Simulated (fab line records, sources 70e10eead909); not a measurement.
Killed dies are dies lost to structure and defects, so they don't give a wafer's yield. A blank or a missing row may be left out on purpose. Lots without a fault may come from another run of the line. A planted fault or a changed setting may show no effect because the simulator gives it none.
Which tool did it? | flow nand_harc | 12 lots, 36 wafers sampled, at 5 steps of a route of 1159

WHAT THE GAUGES READ, wafer by wafer
NHARC_THIN_TSV_CD_MEAS_16. Usual: cd_nm 1000.2 nm, standard deviation 2.
lot  | measured     | on        | cd_nm (nm)           | flag
L825 | day 19 00:40 | cd_sem-03 | 1000.7 998.9 1000.2  |
L827 | day 18 22:19 | cd_sem-02 | 999.3 1000.2 1003.0  |
L826 | day 19 01:59 | cd_sem-02 | 998.8 997.2 995.8    |
L828 | day 19 07:39 | cd_sem-02 | 999.7 998.4 999.0    |
L832 | day 20 14:45 | cd_sem-02 | 999.5 1002.5 998.4   |
L838 | day 21 17:24 | cd_sem-02 | 998.0 997.8 1003.7   |
L837 | day 22 11:55 | cd_sem-02 | 1002.2 999.2 1001.3  |
L840 | day 22 13:11 | cd_sem-01 | 1000.0 997.2 997.1   |
L842 | day 22 21:08 | cd_sem-02 | 1002.4 999.4 999.3   |
L844 | day 23 06:01 | cd_sem-02 | 998.2 1001.1 1002.2  |
L845 | day 24 04:41 | cd_sem-01 | 1000.9 1002.6 1001.1 |
L848 | day 24 18:34 | cd_sem-01 | 1001.3 999.7 1003.0  |

NHARC_END_SORT_01. Usual: defect_limited_yield 95.3 %, standard deviation 1.3; killed_at_array 28, standard deviation 8.6; killed_at_other 0.7, standard deviation 1.2; killed_at_periphery 3.1, standard deviation 2.3; killed_dies 32, standard deviation 8.7; killed_open 3.2, standard deviation 1.7; killed_short 2.0, standard deviation 1.5; sort_bin_2_pct 1.5 %, standard deviation 0.58; sort_bin_3_pct 0.28 %, standard deviation 0.22; sort_bin_4_pct 3.0 %, standard deviation 0.86; sort_n_pass 645, standard deviation 8.7; sort_rim_yield_pct 97.8 %, standard deviation 1.4; sort_yield_pct 95.3 %, standard deviation 1.3.
lot  | measured     | on        | defect_limited_yield (%) | killed_at_array | killed_at_other | killed_at_periphery | killed_dies | killed_open | killed_short | sort_bin_2_pct (%) | sort_bin_3_pct (%) | sort_bin_4_pct (%) | sort_n_pass | sort_rim_yield_pct (%) | sort_yield_pct (%) | flag
L825 | day 19 12:20 | prober-02 | 94.4 94.2 96.3           | 38 32 23        | 0 1 0           | 0 6 2               | 38 39 25    | 4 5 3       | 4 2 2        | 1.9 0.9 0.7        | 0.15 0.59 0        | 3.5 4.3 3.0        | 639 638 652 | 96.2 97.2 97.2         | 94.4 94.2 96.3     |
L827 | day 19 12:20 | prober-01 | 95.0 95.6 96.2           | 27 26 16        | 5 1 6           | 2 3 4               | 34 30 26    | 4 4 3       | 3 1 0        | 1.5 1.6 1.5        | 0.30 0.15 0.15     | 3.2 2.7 2.2        | 643 647 651 | 95.3 99.1 98.1         | 95.0 95.6 96.2     |
L826 | day 19 20:08 | prober-02 | 97.9 97.6 98.2           | 9 13 12         | 2 2 0           | 3 1 0               | 14 16 12    | 2 4 1       | 3 1 1        | 0.6 0.9 1.0        | 0 0.44 0.15        | 1.5 1.0 0.6        | 663 661 665 | 97.2 99.1 100.0        | 97.9 97.6 98.2     |
L828 | day 20 05:33 | prober-02 | 93.2 94.7 96.2           | 41 33 18        | 1 0 0           | 4 3 8               | 46 36 26    | 7 1 6       | 2 2 4        | 1.5 1.9 1.6        | 0.59 0.15 0.15     | 4.7 3.2 2.1        | 631 641 651 | 99.1 97.2 100.0        | 93.2 94.7 96.2     |
L832 | day 21 05:57 | prober-02 | 93.9 95.7 95.1           | 30 21 28        | 4 0 2           | 7 8 3               | 41 29 33    | 2 2 2       | 4 2 5        | 1.5 1.5 1.5        | 0.15 0 0.44        | 4.4 2.8 3.0        | 636 648 644 | 96.2 99.1 98.1         | 93.9 95.7 95.1     |
L838 | day 22 11:03 | prober-02 | 93.9 94.1 95.7           | 38 36 29        | 0 0 0           | 3 4 0               | 41 40 29    | 3 4 3       | 3 2 5        | 0.9 2.2 1.5        | 0.44 0.44 0.44     | 4.7 3.2 2.4        | 636 637 648 | 100.0 99.1 96.2        | 93.9 94.1 95.7     |
L837 | day 23 02:02 | prober-02 | 88.0 83.2 87.9           | 80 113 81       | 0 0 0           | 1 1 1               | 81 114 82   | 5 6 4       | 2 2 5        | 5.5 6.9 4.4        | 2.36 3.55 3.10     | 4.1 6.4 4.6        | 596 563 595 | 83.0 89.6 89.6         | 88.0 83.2 87.9     | OFF
L840 | day 23 02:01 | prober-01 | 83.2 87.7 86.1           | 107 77 87       | 3 4 3           | 4 2 4               | 114 83 94   | 3 3 5       | 2 1 6        | 7.1 4.7 4.9        | 2.66 2.95 3.69     | 7.1 4.6 5.3        | 563 594 583 | 89.6 87.7 85.8         | 83.2 87.7 86.1     | OFF
L842 | day 23 13:19 | prober-01 | 94.5 96.2 94.8           | 32 21 33        | 1 1 0           | 4 4 2               | 37 26 35    | 3 3 3       | 7 3 1        | 1.5 1.0 1.8        | 0.74 0.30 0.30     | 3.2 2.5 3.1        | 640 651 642 | 96.2 96.2 100.0        | 94.5 96.2 94.8     |
L844 | day 23 20:45 | prober-02 | 96.0 97.0 96.0           | 23 16 21        | 0 0 0           | 4 4 6               | 27 20 27    | 3 2 2       | 4 2 2        | 0.9 1.0 1.0        | 0.15 0.30 0.30     | 3.0 1.6 2.7        | 650 657 650 | 97.2 98.1 98.1         | 96.0 97.0 96.0     |
L845 | day 24 20:11 | prober-01 | 95.7 95.3 95.1           | 27 28 31        | 0 0 0           | 2 4 2               | 29 32 33    | 3 2 3       | 1 2 1        | 1.2 1.0 1.8        | 0.30 0.15 0.30     | 2.8 3.5 2.8        | 648 645 644 | 99.1 97.2 99.1         | 95.7 95.3 95.1     |
L848 | day 25 06:27 | prober-02 | 92.9 93.8 94.1           | 41 39 37        | 1 0 1           | 6 3 2               | 48 42 40    | 5 6 5       | 0 0 1        | 2.1 1.8 2.2        | 0.44 0.30 0.30     | 4.6 4.1 3.4        | 629 635 637 | 98.1 96.2 98.1         | 92.9 93.8 94.1     |

WHICH TOOL RAN EACH LOT (tool, then ch and the chambers of the sampled wafers, then the start)
lot  | NHARC_A_M1_PRE_CLEAN_32         | NHARC_THIN_TSV_ETCHBACK_48         | NHARC_THIN_TSV_ETCH_36
L825 | pecvd-04 ch 0,1, day 17 23:38   | rie_diel-01 ch 1,3, day 19 01:58   | rie_metal-03 ch 0,1, day 19 06:11
L827 | pecvd-01 ch 0,1, day 18 03:59   | rie_diel-01 ch 0,1,3, day 18 23:50 | rie_metal-01 ch 0,1, day 19 03:59
L826 | pecvd-03 ch 0,1,2, day 18 04:50 | rie_diel-13 ch 1,2,3, day 19 03:15 | rie_metal-01 ch 0,1, day 19 07:28
L828 | pecvd-04 ch 1,2, day 18 11:21   | rie_diel-06 ch 0,1,2, day 19 09:04 | rie_metal-01 ch 0, day 19 13:17
L832 | pecvd-03 ch 0,1, day 19 20:46   | rie_diel-01 ch 0,1,3, day 20 16:02 | rie_metal-03 ch 0,1, day 20 20:17
L838 | pecvd-04 ch 1,2, day 20 22:11   | rie_diel-13 ch 0,1, day 21 18:43   | rie_metal-01 ch 1, day 21 23:12
L837 | pecvd-01 ch 0,1,2, day 21 16:29 | rie_diel-01 ch 2,3, day 22 13:11   | rie_metal-02 ch 0,1, day 22 17:38
L840 | pecvd-01 ch 0,2, day 21 17:26   | rie_diel-06 ch 2,3, day 22 14:29   | rie_metal-01 ch 0,1, day 22 18:53
L842 | pecvd-03 ch 0,1, day 21 23:44   | rie_diel-06 ch 0,1,2, day 22 22:39 | rie_metal-03 ch 0,1, day 23 02:44
L844 | pecvd-03 ch 0,1,2, day 22 08:23 | rie_diel-01 ch 2,3, day 23 07:19   | rie_metal-02 ch 0,1, day 23 11:34
L845 | pecvd-04 ch 0,1, day 23 10:43   | rie_diel-01 ch 1,3, day 24 05:59   | rie_metal-03 ch 0,1, day 24 10:11
L848 | pecvd-04 ch 0,2, day 23 22:10   | rie_diel-06 ch 0,1,2, day 24 19:56 | rie_metal-01 ch 0,1, day 25 00:12
- NHARC_A_M1_PRE_CLEAN_32: time 12 s.
- NHARC_THIN_TSV_ETCHBACK_48: etches the open film in C4F8/Ar, target depth 1028.5 nm, time 405.17 s.
- NHARC_THIN_TSV_ETCH_36: etches the open film in Cl2/BCl3, target depth 65 nm, time 18.571 s.

WHAT THE TOOLS THEMSELVES READ (means of the sampled wafers that have a number; where no wafer has one, the mark that the record gives instead)
NHARC_A_M1_PRE_CLEAN_32. Usual: heater_power_w 639 W, standard deviation 58.
lot  | tool     | heater_power_w (W) | flag
L825 | pecvd-04 | 675                |
L827 | pecvd-01 | 628                |
L826 | pecvd-03 | 625                |
L828 | pecvd-04 | 635                |
L832 | pecvd-03 | 650                |
L838 | pecvd-04 | 637                |
L837 | pecvd-01 | 574                |
L840 | pecvd-01 | 642                |
L842 | pecvd-03 | 579                |
L844 | pecvd-03 | 568                |
L845 | pecvd-04 | 712                |
L848 | pecvd-04 | 715                |

NHARC_THIN_TSV_ETCHBACK_48. Usual: oes_product_au 0.95 a.u., standard deviation 0.034; rf_vpp_V 546.0 V, standard deviation 2.7.
lot  | tool        | oes_product_au (a.u.) | rf_vpp_V (V) | flag
L825 | rie_diel-01 | 0.91                  | 547.3        |
L827 | rie_diel-01 | 0.92                  | 546.2        |
L826 | rie_diel-13 | 0.93                  | 545.1        |
L828 | rie_diel-06 | 1.01                  | 546.1        |
L832 | rie_diel-01 | 0.92                  | 545.2        |
L838 | rie_diel-13 | 0.93                  | 543.1        |
L837 | rie_diel-01 | 1.00                  | 548.1        |
L840 | rie_diel-06 | 1.00                  | 542.7        |
L842 | rie_diel-06 | 0.94                  | 546.6        |
L844 | rie_diel-01 | 1.01                  | 548.3        |
L845 | rie_diel-01 | 0.93                  | 547.2        |
L848 | rie_diel-06 | 0.98                  | 545.8        |

NHARC_THIN_TSV_ETCH_36. Usual: drypump_motor_current_A 5.44 A, standard deviation 0.3; he_backside_leak_sccm 3.53 sccm, standard deviation 0.18; oes_product_au 1.008 a.u., standard deviation 0.013.
lot  | tool         | drypump_motor_current_A (A) | he_backside_leak_sccm (sccm) | oes_product_au (a.u.) | flag
L825 | rie_metal-03 | 5.33                        | 3.55                         | 1.018                 |
L827 | rie_metal-01 | 5.60                        | 3.60                         | 0.990                 |
L826 | rie_metal-01 | 5.55                        | 3.58                         | 0.989                 |
L828 | rie_metal-01 | 5.61                        | 3.56                         | 0.994                 |
L832 | rie_metal-03 | 5.33                        | 3.63                         | 1.018                 |
L838 | rie_metal-01 | 5.48                        | 3.83                         | 0.994                 |
L837 | rie_metal-02 | 5.60                        | 3.20                         | 1.011                 |
L840 | rie_metal-01 | 5.58                        | 3.56                         | 1.025                 |
L842 | rie_metal-03 | 5.33                        | 3.48                         | 1.017                 |
L844 | rie_metal-02 | 5.69                        | 3.32                         | 1.012                 |
L845 | rie_metal-03 | 5.33                        | 3.59                         | 1.019                 |
L848 | rie_metal-01 | 5.55                        | 3.40                         | 1.008                 |

THE ANSWER, worked out from the rows above alone
Rule: a lot is off if the mean of its wafers that have a number lies more than 3 standard deviations from the usual mean. A lot without any number at a reading at which 4 lots or more have one is off too. The other lots that the step has rows for count as sound. The gauges are gone through in route order, then the tools' own readings, and for those a lot's mean is taken as printed above. The first step at which some lot is off is used, and at that step the reading that is off furthest; a lot without a number counts as furthest.
Off: L837, L840, at NHARC_END_SORT_01 (sort_bin_3_pct).
A tool fits if, at a process step before that reading, it ran every lot that is off, and no sound lot after the first of them. The gauges at NHARC_END_SORT_01 are tried like those tools. One fits: pecvd-01 at NHARC_A_M1_PRE_CLEAN_32. Its last sound lot is L827 (day 18 03:59), its first lot that is off L837 (day 21 16:29): a fault that began between those two fits.

WHAT THE SIMULATOR HAD PUT IN
Chamber particle source: pecvd-01, from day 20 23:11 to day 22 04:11, at NHARC_A_M1_PRE_CLEAN_32. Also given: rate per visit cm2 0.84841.
Lots struck among those shown: L837, L840. The rule above found the same.
